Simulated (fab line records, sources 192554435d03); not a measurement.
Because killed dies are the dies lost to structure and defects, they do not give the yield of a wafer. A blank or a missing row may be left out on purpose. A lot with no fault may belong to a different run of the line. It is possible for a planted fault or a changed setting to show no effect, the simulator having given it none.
fab line records    flow n5_finfet
record: lots: 7  wafers: 21
route steps=1938 shown BEOL_M11@1536 BEOL_M12@1605 BEOL_M13@1661 BEOL_M14@1716 BEOL_M15@1819
start_h: start of the lot's first displayed wafer, in hours after the record's first day    wait_h: hours elapsed since this lot's preceding step    " same as the row above    L1.1+2: a row that stands for several wafers    - value missing, or start not given    * or withheld: withheld    < > ~ a bound
route shown NAME@n: a module of which the file shows steps, and the number in the route of the first    usual: mean/standard deviation of fault-free wafers    same: alike in all rows    chamber/n: place in a boat    sites: the reading at each site    _std_site: their standard deviation    _edge_site: inner sites' mean taken away from outer sites' mean    radius_mm: for every site, how far away it sits from the centre of the wafer    mask NAME#n: copy n    behind: the tool/chamber that last shaped the wafer    hold: cause of the lot's hold/its duration in hours/its outcome    device: transistor that didn't switch, given as n, p or np    end of line: the tests these same wafers got at the end of their route    step lacking rows: just its recipe    killed: dies lost to structure and defects at the first sort, not the wafer's yield    map: shows each die of a wafer: x if killed, . if not, _ if none is there
set.NAME: the setting the step ran with; set.NAME@STEP: the setting that earlier step ran with    model.NAME: the simulator's own value behind a step, which no gauge read
lots whose settings were changed on purpose; a table a step, a row a wafer
== steps ==
step: N5_BEOL_M11_ILD_DEP_00
recipe: material: SiCOH_lowk  target_thk_a: 3085.1  temp_c: 300  precursor: DEMS/porogen  pressure_torr: 5  rf_w: 500  time_s: 58
lot.wafer  tool      chamber  start_h  wait_h  set.time_s  model.SiCOH_lowk_of_BEOL_M11_ILD_DEP_00.thk_nm
L074.2     pecvd-04  1        223.28   0.0     58          311.6
L074.3     "         2        "        "       58          304.2
L074.4     "         1        "        "       58          315.4
L076.1     pecvd-01  2        240.32   0.0     65.68       347.6
L076.3     "         0        "        "       58          307.6
L076.6     "         0        "        "       58          314.4
L082.1     pecvd-02  2        275.21   0.0     54.63       285.6
L082.4     "         0        "        "       54.63       288.8
L082.5     "         1        "        "       58          307.8
L086.2     pecvd-02  1        294.19   0.0     58          300.6
L086.5     "         1        "        "       58          312.2
L086.6     "         0        "        "       58          306.4
L095.2     pecvd-04  2        335.40   0.0     58          308.4
L095.4     "         2        "        "       58          310.2
L095.5     "         0        "        "       58          315.2
L094.2     pecvd-01  0        347.58   0.0     58          314.2
L094.3     "         2        "        "       54.61       290.6
L094.4     "         0        "        "       58          316.4
L097.1     pecvd-01  0        357.98   0.0     58          311
L097.3     "         1        "        "       58          309.6
L097.6     "         2        "        "       58          314
step: N5_BEOL_M11_CURE_71
recipe: temp_c: 385  time_s: 240  ambient: He/Ar  material: SiCOH_lowk
lot.wafer  tool        chamber  start_h  wait_h  set.time_s@BEOL_M11_ILD_DEP_00  model.SiCOH_lowk_of_BEOL_M11_ILD_DEP_00.thk_nm
L074.2     uv_cure-01  0        223.43   0.1     58                              270.8
L074.3     "           0        "        "       58                              264.2
L074.4     "           0        "        "       58                              274
L076.1     uv_cure-03  2        240.39   0.0     65.68                           302.6
L076.3     "           2        "        "       58                              267.2
L076.6     "           2        "        "       58                              273.2
L082.1     uv_cure-03  1        275.29   0.0     54.63                           247.8
L082.4     "           1        "        "       54.63                           250.6
L082.5     "           1        "        "       58                              267.4
L086.2     uv_cure-01  2        294.35   0.1     58                              261
L086.5     "           2        "        "       58                              271.2
L086.6     "           2        "        "       58                              266.2
L095.2     uv_cure-01  0        335.56   0.1     58                              267.8
L095.4     "           0        "        "       58                              269.4
L095.5     "           0        "        "       58                              274
L094.2     uv_cure-03  0        347.73   0.1     58                              273.2
L094.3     "           0        "        "       54.61                           252.2
L094.4     "           0        "        "       58                              275
L097.1     uv_cure-01  1        358.06   0.0     58                              270.2
L097.3     "           1        "        "       58                              268.8
L097.6     "           1        "        "       58                              272.8
step: N5_BEOL_M11_THK_MEAS_01
recipe: reads: SiCOH_lowk_of_BEOL_M11_ILD_DEP_00
usual: M11_ILD_THK: 268/3.4
lot.wafer  tool           chamber  start_h  wait_h  set.time_s@BEOL_M11_ILD_DEP_00  M11_ILD_THK[nm]
L074.2     film_metro-02  -        223.87   0.4     58                              271
L074.3     "              -        "        "       58                              264
L074.4     "              -        "        "       58                              274
L076.1     film_metro-01  -        240.91   0.4     65.68                           303
L076.3     "              -        "        "       58                              267
L076.6     "              -        "        "       58                              273
L082.1     film_metro-02  -        275.80   0.4     54.63                           248
L082.4     "              -        "        "       54.63                           251
L082.5     "              -        "        "       58                              267
L086.2     film_metro-01  -        294.78   0.4     58                              261
L086.5     "              -        "        "       58                              271
L086.6     "              -        "        "       58                              266
L095.2     film_metro-02  -        336.00   0.4     58                              268
L095.4     "              -        "        "       58                              270
L095.5     "              -        "        "       58                              274
L094.2     film_metro-01  -        348.17   0.4     58                              273
L094.3     "              -        "        "       54.61                           252
L094.4     "              -        "        "       58                              275
L097.1     film_metro-02  -        358.57   0.4     58                              270
L097.3     "              -        "        "       58                              269
L097.6     "              -        "        "       58                              273
step: N5_BEOL_M12_COAT_04
recipe: spin_rpm: 1625  resist_thk_nm: 400
lot.wafer  tool            chamber  start_h  wait_h  set.spin_rpm  model.coat_of_BEOL_M12_COAT_04.thk_nm
L074.2     litho_track-03  0        -        -       1625          397.4
L074.3     "               0        "        "       1776          381
L074.4     "               0        "        "       1776          380.6
L076.1     litho_track-03  0        -        -       1625          399.4
L076.3     "               0        "        "       1625          398.6
L076.6     "               0        "        "       1625          399.6
L082.1+4   litho_track-03  0        -        -       1625          399.8
L082.5     "               0        "        "       1625          400.2
L086.2     litho_track-03  0        -        -       1625          399
L086.5     "               0        "        "       1625          398
L086.6     "               0        "        "       1785          379.8
L095.2     litho_track-01  0        -        -       1625          401.2
L095.4     "               0        "        "       1625          401.6
L095.5     "               0        "        "       1625          401.8
L094.2+3   litho_track-02  0        -        -       1535          409.8
L094.4     "               0        "        "       1625          398
L097.1+6   litho_track-01  0        -        -       1625          402
L097.3     "               0        "        "       1501          418.2
step: N5_BEOL_M12_ETCH_59
recipe: chemistry: N2/H2  target: BARC  target_depth_a: 890  overetch_a: 267  time_s: 67.9  ion_energy_ev: 200  pressure_mtorr: 30  source_w: 840  bias_w: 150  n2_flow_sccm: 200  h2_flow_sccm: 200
lot.wafer   tool         chamber  start_h  wait_h  set.h2_flow_sccm
L074.2+4    rie_diel-01  3        232.37   0.0     205.6
L074.3      "            1        "        "       200
L076.1+3    rie_diel-01  0,1      247.94   0.0     213.8
L076.6      "            1        "        "       200
L082.1+4    rie_diel-02  0        284.06   0.0     206.5
L082.5      "            3        "        "       200
L086.2+5+6  rie_diel-02  1,3,2    303.23   0.0     200
L095.2+4+5  rie_diel-06  0,2,1    344.38   0.0     200
L094.2+3    rie_diel-01  3,1      354.49   0.0     200
L094.4      "            3        "        "       195.1
L097.1      rie_diel-06  1        370.11   0.0     200
L097.3+6    "            0,2      "        "       186
step: N5_BEOL_M12_VIA_ETCH_16
recipe: chemistry: C4F8/O2/Ar  target: SiOC  pressure_mtorr: 30  source_w: 3000  bias_w: 700  Ar_flow_sccm: 400  C4F8_flow_sccm: 15  O2_flow_sccm: 8  he_inner_torr: 15  he_outer_torr: 30  target_depth_a: 7248  time_s: withheld  ion_energy_ev: 250  ends: cleared
lot.wafer  tool         chamber  start_h  wait_h  set.spin_rpm@BEOL_M12_COAT_04  model.coat_of_BEOL_M12_COAT_04.thk_nm
L074.2     rie_diel-01  3        232.43   0.0     1625                           118.6
L074.3     "            1        "        "       1776                           104
L074.4     "            3        "        "       1776                           101.8
L076.1     rie_diel-01  0        247.99   0.0     1625                           125.6
L076.3     "            1        "        "       1625                           125.8
L076.6     "            1        "        "       1625                           122.4
L082.1     rie_diel-02  0        284.11   0.0     1625                           119.8
L082.4     "            0        "        "       1625                           116.4
L082.5     "            3        "        "       1625                           122
L086.2     rie_diel-02  1        303.28   0.0     1625                           120.6
L086.5     "            3        "        "       1625                           120.8
L086.6     "            2        "        "       1785                           101.8
L095.2     rie_diel-06  0        344.43   0.0     1625                           127.2
L095.4     "            2        "        "       1625                           122.6
L095.5     "            1        "        "       1625                           124.6
L094.2     rie_diel-01  3        354.54   0.0     1535                           137
L094.3     "            1        "        "       1535                           136.4
L094.4     "            3        "        "       1625                           121.8
L097.1     rie_diel-06  1        370.16   0.0     1625                           126.8
L097.3     "            0        "        "       1501                           139.2
L097.6     "            2        "        "       1625                           120.6
step: N5_BEOL_M12_STRIP_63
recipe: chemistry: N2/H2  power_w: 1000  temp_c: 250  h2_frac: 0.65  overash_fraction: 0.3  pressure_mtorr: 1000  n2_flow_sccm: 1750  h2_flow_sccm: 3250
usual: strip_time_to_endpoint_s: 42.6/0.85
lot.wafer  tool             chamber  start_h  wait_h  set.spin_rpm@BEOL_M12_COAT_04  strip_time_to_endpoint_s
L074.2     plasma_asher-02  1        232.63   -       1625                           41.3
L074.3     "                0        "        "       1776                           37.3
L074.4     "                1        "        "       1776                           36.7
L076.1     plasma_asher-02  1        248.19   -       1625                           43.2
L076.3     "                0        "        "       1625                           43.2
L076.6     "                1        "        "       1625                           42.3
L082.1     plasma_asher-02  1        284.31   -       1625                           41.6
L082.4     "                0        "        "       1625                           40.7
L082.5     "                0        "        "       1625                           42.2
L086.2     plasma_asher-01  0        303.48   -       1625                           41.9
L086.5     "                1        "        "       1625                           41.9
L086.6     "                0        "        "       1785                           36.7
L095.2     plasma_asher-02  0        344.63   -       1625                           43.6
L095.4     "                1        "        "       1625                           42.4
L095.5     "                0        "        "       1625                           42.9
L094.2     plasma_asher-02  1        354.74   -       1535                           46.2
L094.3     "                0        "        "       1535                           46.1
L094.4     "                1        "        "       1625                           42.2
L097.1     plasma_asher-02  1        370.36   -       1625                           43.5
L097.3     "                0        "        "       1501                           46.8
L097.6     "                1        "        "       1625                           41.9
step: N5_BEOL_M12_CMP_49
recipe: stop_on: SiOC  t_overpolish_s: 20.6  down_force_psi: 1  platen_rpm: 50  clearing_platen_down_force_psi: 1.5  clearing_platen_rpm: 50  post_cmp_clean: cu_alkaline  target_thk_nm: 320  clearing_platen_pad_velocity_m_s: 0.99484  pad_velocity_m_s: 0.99484
usual: barrier_field_endpoint_s: 30.1/0.64
lot.wafer  tool    chamber  start_h  wait_h  set.down_force_psi  barrier_field_endpoint_s
L074.4     cmp-03  1        235.44   0.1     0.8743              34.8
L074.2     "       2        "        "       0.8743              34.8
L074.3     "       3        "        "       1                   30.7
L076.1     cmp-03  0        254.71   0.3     1                   30.7
L076.3     "       1        "        "       1.214               24.5
L076.6     "       1        "        "       1.214               24.7
L082.4     cmp-02  0        286.87   0.2     1                   30.2
L082.1     "       2        "        "       1                   29.5
L082.5     "       0        "        "       1                   30.1
L086.2     cmp-04  2        308.00   0.3     0.8904              34.1
L086.5     "       3        "        "       1                   30.6
L086.6     "       0        "        "       0.8904              32.9
L095.4     cmp-03  2        348.84   0.2     1                   29.9
L095.2     "       3        "        "       1                   30.6
L095.5     "       1        "        "       1                   29.9
L094.3     cmp-04  1        358.98   0.2     1                   30.6
L094.4     "       3        "        "       1                   31.0
L094.2     "       0        "        "       1                   30.3
L097.3     cmp-03  0        372.98   0.2     0.8302              35.7
L097.1     "       2        "        "       0.8302              35.9
L097.6     "       3        "        "       0.8302              35.5
step: N5_BEOL_M13_COAT_58
recipe: resist: BARC  temp_c: 205  time_s: 60  spin_rpm: 1500  resist_thk_nm: 89
lot.wafer   tool            chamber  start_h  wait_h  set.spin_rpm  model.BARC_of_BEOL_M13_COAT_58.thk_nm
L074.2      litho_track-01  0        236.11   0.0     1500          89.4
L074.3+4    "               0        "        "       1500          89.2
L076.1      litho_track-04  0        255.38   0.0     1397          92.4
L076.3      "               0        "        "       1500          89.4
L076.6      "               0        "        "       1500          89
L082.1+5    litho_track-04  0        287.50   0.0     1500          89.2
L082.4      "               0        "        "       1500          89.4
L086.2+5    litho_track-05  0        308.56   0.0     1500          89
L086.6      "               0        "        "       1500          89.2
L095.2+4    litho_track-01  0        349.47   0.0     1500          89.4
L095.5      "               0        "        "       1500          89.8
L094.2+3    litho_track-01  0        359.64   0.0     1500          89
L094.4      "               0        "        "       1573          87.2
L097.1+3+6  litho_track-05  0        373.61   0.0     1500          89
step: N5_BEOL_M13_COAT_04
recipe: spin_rpm: 1625  resist_thk_nm: 400
step: N5_BEOL_M13_EBR_06
recipe: solvent: PGMEA  ebr_width_mm: 1.5
step: N5_BEOL_M13_DESCUM_15
recipe: chemistry: O2  time_s: 7.9  source_power_w: 50  bias_power_w: 20  pressure_mtorr: 20  rf_frequency_hz: 2.712e+07  temp_c: 40  o2_flow_sccm: 225
step: N5_BEOL_M13_ETCH_59
recipe: chemistry: N2/H2  target: BARC  target_depth_a: 890  overetch_a: 267  time_s: 67.9  ion_energy_ev: 200  pressure_mtorr: 30  source_w: 840  bias_w: 150  n2_flow_sccm: 200  h2_flow_sccm: 200
lot.wafer  tool         chamber  start_h  wait_h  set.spin_rpm@BEOL_M13_COAT_58  model.etch.depth_nm
L074.2     rie_diel-04  0        236.63   0.0     1500                           89.45
L074.3     "            2        "        "       1500                           89.22
L074.4     "            1        "        "       1500                           89.3
L076.1     rie_diel-03  3        255.90   0.0     1397                           92.5
L076.3     "            1        "        "       1500                           89.32
L076.6     "            0        "        "       1500                           89.05
L082.1     rie_diel-05  1        287.90   0.0     1500                           89.15
L082.4     "            3        "        "       1500                           89.31
L082.5     "            1        "        "       1500                           89.18
L086.2     rie_diel-03  0        308.95   0.0     1500                           88.94
L086.5     "            3        "        "       1500                           89.05
L086.6     "            2        "        "       1500                           89.27
L095.2     rie_diel-05  0        349.98   0.0     1500                           89.36
L095.4     "            2        "        "       1500                           89.5
L095.5     "            3        "        "       1500                           89.83
L094.2+3   rie_diel-03  3,2      360.38   0.0     1500                           88.94
L094.4     "            3        "        "       1573                           87.16
L097.1     rie_diel-04  3        375.06   0.0     1500                           88.98
L097.3     "            1        "        "       1500                           88.91
L097.6     "            3        "        "       1500                           89.04
step: N5_BEOL_M13_VIA_ETCH_16
recipe: chemistry: C4F8/O2/Ar  target: SiOC  pressure_mtorr: 30  source_w: 3000  bias_w: 700  Ar_flow_sccm: 400  C4F8_flow_sccm: 15  O2_flow_sccm: 8  he_inner_torr: 15  he_outer_torr: 30  target_depth_a: 9217  time_s: withheld  ion_energy_ev: 250  ends: cleared
step: N5_BEOL_M13_STRIP_63
recipe: chemistry: N2/H2  power_w: 1000  temp_c: 250  h2_frac: 0.65  overash_fraction: 0.3  pressure_mtorr: 1000  n2_flow_sccm: 1750  h2_flow_sccm: 3250
step: N5_BEOL_M13_STRIP_64
recipe: chemistry: N2/H2  power_w: 1000  temp_c: 250  h2_frac: 0.65  overash_fraction: 0.3  pressure_mtorr: withheld  n2_flow_sccm: 1750  h2_flow_sccm: 3250
usual: strip_time_to_endpoint_s: 31.38/0.081
lot.wafer  tool             chamber  start_h  wait_h  set.spin_rpm@BEOL_M13_COAT_58  strip_time_to_endpoint_s
L074.2     plasma_asher-02  0        236.98   0.0     1500                           31.42
L074.3     "                0        "        "       1500                           31.38
L074.4     "                1        "        "       1500                           31.39
L076.1     plasma_asher-01  0        256.25   0.0     1397                           32.31
L076.3     "                0        "        "       1500                           31.40
L076.6     "                0        "        "       1500                           31.30
L082.1     plasma_asher-02  1        288.25   0.0     1500                           31.35
L082.4     "                0        "        "       1500                           31.42
L082.5     "                0        "        "       1500                           31.35
L086.2     plasma_asher-02  0        309.30   0.0     1500                           31.29
L086.5     "                0        "        "       1500                           31.32
L086.6     "                1        "        "       1500                           31.39
L095.2     plasma_asher-02  0        350.33   0.0     1500                           31.42
L095.4     "                0        "        "       1500                           31.45
L095.5     "                1        "        "       1500                           31.55
L094.2     plasma_asher-02  0        360.72   0.0     1500                           31.27
L094.3     "                0        "        "       1500                           31.29
L094.4     "                1        "        "       1573                           30.79
L097.1     plasma_asher-02  0        375.40   0.0     1500                           31.29
L097.3     "                0        "        "       1500                           31.28
L097.6     "                1        "        "       1500                           31.32
step: N5_BEOL_M13_SPUTTER_44
recipe: material: Ta  target_thk_a: 100  temp_c: 50  bias_v: 80  power_w: 15000  chamber_pressure_pa: 0.07  time_s: 16.13
lot.wafer   tool            chamber  start_h  wait_h  set.power_w  model.Ta_of_BEOL_M13_SPUTTER_44.thk_nm
L074.2+3    pvd_sputter-03  -        240.02   0.0     13680        9.2
L074.4      "               -        "        "       15000        10.2
L076.1+6    pvd_sputter-01  -        259.48   0.0     15000        10
L076.3      "               -        "        "       15000        9.8
L082.1      pvd_sputter-03  -        290.43   0.0     15890        10.6
L082.4+5    "               -        "        "       15000        10
L086.2+5    pvd_sputter-01  -        313.27   0.0     15000        10.2
L086.6      "               -        "        "       17380        12
L095.2+4    pvd_sputter-01  -        352.36   0.0     15000        10
L095.5      "               -        "        "       15000        10.2
L094.2+3+4  pvd_sputter-02  -        362.90   0.0     15000        10
L097.1+3+6  pvd_sputter-03  -        380.20   0.0     15000        10
step: N5_BEOL_M14_ILD_DEP_00
recipe: material: SiO2  target_thk_a: 11193  temp_c: 400  precursor: TEOS/O2  pressure_torr: 6.5  rf_w: 900  teos_flow_sccm: 161.4  gas: O2  flow_sccm: 2650  time_s: 237.4
lot.wafer  tool      chamber  start_h  wait_h  set.time_s  model.SiO2_of_BEOL_M14_ILD_DEP_00.thk_nm
L074.2     pecvd-02  2        241.17   0.0     237.4       1107
L074.3     "         1        "        "       237.4       1115
L074.4     "         0        "        "       221.3       1044
L076.1     pecvd-02  0        260.62   0.0     237.4       1102
L076.3     "         1        "        "       237.4       1093
L076.6     "         0        "        "       237.4       1110
L082.1     pecvd-02  0        292.45   0.0     213         987.8
L082.4     "         2        "        "       237.4       1112
L082.5     "         0        "        "       213         1002
L086.2     pecvd-03  1        314.43   0.0     226.9       1047
L086.5     "         1        "        "       237.4       1124
L086.6     "         0        "        "       237.4       1145
L095.2     pecvd-02  1        353.51   0.0     237.4       1105
L095.4     "         2        "        "       237.4       1115
L095.5     "         0        "        "       237.4       1119
L094.2     pecvd-04  2        365.08   0.0     237.4       1118
L094.3     "         0        "        "       237.4       1120
L094.4     "         0        "        "       237.4       1130
L097.1     pecvd-02  0        381.34   0.0     237.4       1115
L097.3     "         1        "        "       256.6       1217
L097.6     "         1        "        "       256.6       1232
step: N5_BEOL_M14_THK_MEAS_01
recipe: reads: SiO2_of_BEOL_M14_ILD_DEP_00
usual: M14_ILD_THK: 1117/14
lot.wafer  tool           chamber  start_h  wait_h  set.time_s@BEOL_M14_ILD_DEP_00  M14_ILD_THK[nm]
L074.2     film_metro-01  -        241.36   0.1     237.4                           1107
L074.3     "              -        "        "       237.4                           1115
L074.4     "              -        "        "       221.3                           1045
L076.1     film_metro-02  -        260.81   0.1     237.4                           1102
L076.3     "              -        "        "       237.4                           1093
L076.6     "              -        "        "       237.4                           1110
L082.1     film_metro-02  -        292.64   0.1     213                             988
L082.4     "              -        "        "       237.4                           1112
L082.5     "              -        "        "       213                             1002
L086.2     film_metro-01  -        314.62   0.1     226.9                           1047
L086.5     "              -        "        "       237.4                           1124
L086.6     "              -        "        "       237.4                           1145
L095.2     film_metro-01  -        353.70   0.1     237.4                           1105
L095.4     "              -        "        "       237.4                           1115
L095.5     "              -        "        "       237.4                           1120
L094.2     film_metro-02  -        365.27   0.1     237.4                           1117
L094.3     "              -        "        "       237.4                           1120
L094.4     "              -        "        "       237.4                           1131
L097.1     film_metro-02  -        381.61   0.2     237.4                           1115
L097.3     "              -        "        "       256.6                           1215
L097.6     "              -        "        "       256.6                           1232
step: N5_BEOL_M14_COAT_58
recipe: resist: BARC  temp_c: 205  time_s: 60  spin_rpm: 1500  resist_thk_nm: 89
step: N5_BEOL_M14_COAT_04
recipe: spin_rpm: 1704  resist_thk_nm: 800
step: N5_BEOL_M14_DESCUM_15
recipe: chemistry: O2  time_s: 7.9  source_power_w: 50  bias_power_w: 20  pressure_mtorr: 20  rf_frequency_hz: 2.712e+07  temp_c: 40  o2_flow_sccm: 225
step: N5_BEOL_M14_ETCH_59
recipe: chemistry: N2/H2  target: BARC  target_depth_a: 890  overetch_a: 267  time_s: 67.9  ion_energy_ev: 200  pressure_mtorr: 30  source_w: 840  bias_w: 150  n2_flow_sccm: 200  h2_flow_sccm: 200
step: N5_BEOL_M14_VIA_ETCH_16
recipe: chemistry: C4F8/O2/Ar  target: SiO2  he_inner_torr: 15  he_outer_torr: 30  target_depth_a: 12313  time_s: withheld  ion_energy_ev: 800  pressure_mtorr: 20  source_w: 1905  bias_w: 2040  Ar_flow_sccm: 400  C4F8_flow_sccm: 16  O2_flow_sccm: 12  ends: cleared
lot.wafer  tool         chamber  start_h  wait_h  set.time_s@BEOL_M14_ILD_DEP_00  model.etch.depth_nm  model.coat_of_BEOL_M14_COAT_04.thk_nm
L074.2     rie_diel-01  1        241.84   0.0     *                               1107                 459.6
L074.3     "            3        "        "       *                               1115                 453.4
L074.4     "            3        "        "       *                               1044                 470
L076.1     rie_diel-06  2        261.48   0.0     *                               1102                 453.2
L076.3     "            3        "        "       *                               1093                 459
L076.6     "            2        "        "       *                               1110                 451.2
L082.1     rie_diel-01  1        293.25   0.0     *                               987.9                487.4
L082.4     "            0        "        "       *                               1112                 460.4
L082.5     "            0        "        "       *                               1002                 485
L086.2     rie_diel-06  3        315.10   0.0     *                               1047                 471.2
L086.5     "            0        "        "       *                               1124                 449.6
L086.6     "            3        "        "       *                               1145                 447.4
L095.2     rie_diel-06  1        354.35   0.1     *                               1105                 463.2
L095.4     "            1        "        "       *                               1115                 460.2
L095.5     "            1        "        "       *                               1119                 457.4
L094.2     rie_diel-01  3        365.75   0.0     *                               1118                 452.8
L094.3     "            2        "        "       *                               1120                 452.8
L094.4     "            1        "        "       *                               1130                 452.8
L097.1     rie_diel-02  0        382.21   0.0     *                               1115                 452
L097.3     "            1        "        "       *                               1217                 428
L097.6     "            0        "        "       *                               1232                 425.8
step: N5_BEOL_M15_SPUTTER_43
recipe: material: TaN  target_thk_a: 150  temp_c: 50  bias_v: 168.6  power_w: 15000  chamber_pressure_pa: 0.12  time_s: 24.19
lot.wafer  tool            chamber  start_h  wait_h  set.power_w  model.TaN_of_BEOL_M15_SPUTTER_43.thk_nm
L074.2+4   pvd_sputter-01  -        252.71   0.0     15890        15.8
L074.3     "               -        "        "       15000        14.8
L076.1     pvd_sputter-01  -        270.01   0.0     14100        14.2
L076.3+6   "               -        "        "       15000        15
L082.1     pvd_sputter-01  -        304.47   0.0     15000        14.8
L082.4     "               -        "        "       12310        12
L082.5     "               -        "        "       15000        15
L086.2     pvd_sputter-01  -        327.42   0.0     12710        12.4
L086.5     "               -        "        "       15000        15
L086.6     "               -        "        "       15000        14.8
L095.2     pvd_sputter-03  -        362.64   0.0     15000        14.8
L095.4     "               -        "        "       15000        15
L095.5     "               -        "        "       15000        14.6
L094.2     pvd_sputter-01  -        373.29   0.0     15000        14.8
L094.3+4   "               -        "        "       17530        17.4
L097.1+3   pvd_sputter-03  -        393.21   0.0     16500        16.4
L097.6     "               -        "        "       15000        14.8
== key ==
split: step: N5_BEOL_M11_ILD_DEP_00  setting: time_s  stated: 58  by: wafer
response: step: N5_BEOL_M11_ILD_DEP_00  reading: model.SiCOH_lowk_of_BEOL_M11_ILD_DEP_00.thk_nm  change: +3.08  per: 1%  r: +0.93
response: step: N5_BEOL_M11_CURE_71  reading: model.SiCOH_lowk_of_BEOL_M11_ILD_DEP_00.thk_nm  change: +2.72  per: 1%  r: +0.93
response: step: N5_BEOL_M11_THK_MEAS_01  reading: M11_ILD_THK  change: +2.72  per: 1%  r: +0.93
split: step: N5_BEOL_M12_COAT_04  setting: spin_rpm  stated: 1625  by: wafer
response: step: N5_BEOL_M12_COAT_04  reading: model.coat_of_BEOL_M12_COAT_04.thk_nm  change: -1.94  per: 1%  r: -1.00
response: step: N5_BEOL_M12_VIA_ETCH_16  reading: model.coat_of_BEOL_M12_COAT_04.thk_nm  change: -1.96  per: 1%  r: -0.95
response: step: N5_BEOL_M12_STRIP_63  reading: strip_time_to_endpoint_s  change: *  per: 1%  r: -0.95
split: step: N5_BEOL_M12_ETCH_59  setting: h2_flow_sccm  stated: 200  by: wafer
response none clear
split: step: N5_BEOL_M12_CMP_49  setting: down_force_psi  stated: 1  by: wafer
response: step: N5_BEOL_M12_CMP_49  reading: barrier_field_endpoint_s  change: -0.291  per: 1%  r: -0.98
split: step: N5_BEOL_M13_COAT_58  setting: spin_rpm  stated: 1500  by: wafer
response: step: N5_BEOL_M13_COAT_58  reading: model.BARC_of_BEOL_M13_COAT_58.thk_nm  change: -0.434  per: 1%  r: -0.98
response: step: N5_BEOL_M13_ETCH_59  reading: model.etch.depth_nm  change: -0.444  per: 1%  r: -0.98
response: step: N5_BEOL_M13_STRIP_64  reading: strip_time_to_endpoint_s  change: *  per: 1%  r: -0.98
split: step: N5_BEOL_M13_SPUTTER_44  setting: power_w  stated: 15000  by: wafer
response: step: N5_BEOL_M13_SPUTTER_44  reading: model.Ta_of_BEOL_M13_SPUTTER_44.thk_nm  change: +0.112  per: 1%  r: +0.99
split: step: N5_BEOL_M14_ILD_DEP_00  setting: time_s  stated: 237.4  by: wafer
response: step: N5_BEOL_M14_ILD_DEP_00  reading: model.SiO2_of_BEOL_M14_ILD_DEP_00.thk_nm  change: +12.3  per: 1%  r: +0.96
response: step: N5_BEOL_M14_THK_MEAS_01  reading: M14_ILD_THK  change: +12.3  per: 1%  r: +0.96
response: step: N5_BEOL_M14_VIA_ETCH_16  reading: model.etch.depth_nm  change: +12.3  per: 1%  r: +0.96
response: step: N5_BEOL_M14_VIA_ETCH_16  reading: model.coat_of_BEOL_M14_COAT_04.thk_nm  change: -2.79  per: 1%  r: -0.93
split: step: N5_BEOL_M15_SPUTTER_43  setting: power_w  stated: 15000  by: wafer
response: step: N5_BEOL_M15_SPUTTER_43  reading: model.TaN_of_BEOL_M15_SPUTTER_43.thk_nm  change: +0.159  per: 1%  r: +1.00
